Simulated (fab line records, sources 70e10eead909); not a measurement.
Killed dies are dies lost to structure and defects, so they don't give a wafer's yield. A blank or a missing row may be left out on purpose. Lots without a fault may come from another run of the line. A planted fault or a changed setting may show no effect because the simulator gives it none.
Problem report in the 8D (eight disciplines) form, filled by code | flow nand_harc | the parts of the form that need people (team, actions taken, sign-off) are left out

1. THE PROBLEM
exposure_dose_mJ_cm2 at NHARC_A_BLC_EXPOSE_07 reads a mean of 68.33 on 1 wafer of 1 lot; wafers without a fault read 67.95 with a standard deviation of 0.072. That is +5.3 standard deviations from the usual mean.
The step: exposes mask A BLC, target cd 100 nm.
First seen on wafer L874.1, day 22 12:05, on arfi_scanner-03. The record holds 37 wafers of 13 lots with a number at this step. Rule for "out", or "out of limits": more than 4 standard deviations from the usual mean. The other wafers with a number count as sound.

2. WHAT IT IS AND WHAT IT IS NOT
question                    | is                     | is not
which readings at this step | exposure_dose_mJ_cm2   | -
which lots                  | L874                   | L856, L857, L858, L859, L860, L861, L862, L863, L868, L875, L876, L878
which wafers of those lots  | all that have a number | -
read on which tools         | arfi_scanner-03        | arfi_scanner-01, arfi_scanner-02
when                        | from day 22 12:05      | up to then (27 sound wafers); but 9 sound wafers of L875, L876, L878 came after

3. SUSPECTS, AND WHAT RULES EACH OUT
Counting: a tool at a process step up to the reading stays a suspect if it ran every lot that is out and no sound lot after the first of them.
- har_cap_etch-01 at NHARC_A_CONTACT_ETCH_138 (etches the open film in C4F8/O2/Ar, time 132 s, target depth 1289 nm): ruled out as a lasting fault. Sound lots L875 ran on it after its first lot that is out, L874 (day 21 22:04).
- rie_diel-06 at NHARC_A_CONTACT_STRIP_26 (strips in O2): ruled out as a lasting fault. Sound lots L876 ran on it after its first lot that is out, L874 (day 22 12:05). NHARC_A_CONTACT_STRIP_26 gives no start for some lots, so the hours and the order of its lots are those of NHARC_A_BLC_EXPOSE_07.
- arfi_scanner-03 at NHARC_A_BLC_EXPOSE_07 (exposes mask A BLC, target cd 100 nm): kept. It ran the lot that is out, L874 (day 22 12:05), and no sound lot after that; its last sound lot up to then is L863 (day 19 02:22). Its own readings are out on those wafers: exposure_dose_mJ_cm2.
Left after counting: arfi_scanner-03 at NHARC_A_BLC_EXPOSE_07.

4. THE CAUSE (what the simulator had put in)
Process parameter drift: arfi_scanner-03, from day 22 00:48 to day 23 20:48, at NHARC_A_BLC_EXPOSE_07. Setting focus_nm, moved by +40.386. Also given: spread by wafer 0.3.
Counting left only this tool.

5. THE CHAIN OF EFFECTS, in route order
Each row: a reading whose mean over the struck wafers that have a number lies more than 3 standard deviations from the usual. Only readings for which the record gives a usual standard deviation are gone through. hours: the time from each lot's start at the first step in this table that gives one to its start at this step, as a median over the lots. sigmas: the change in usual standard deviations.
hours | step                  | reading              | usual | on struck wafers | change | sigmas
0     | NHARC_A_BLC_EXPOSE_07 | exposure_dose_mJ_cm2 | 67.95 | 68.33            | +0.38  | +5.3
The process steps in it:
- NHARC_A_BLC_EXPOSE_07: exposes mask A BLC, target cd 100 nm.
Later measuring or inspecting steps at which every struck wafer that the step has a row for has a number for every such reading, and none has moved that far: NHARC_END_SORT_01.

6. WHAT WOULD HAVE CAUGHT IT SOONER
In this record the first reading out of limits was taken at day 22 12:05, 11 hours after the fault began at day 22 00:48.
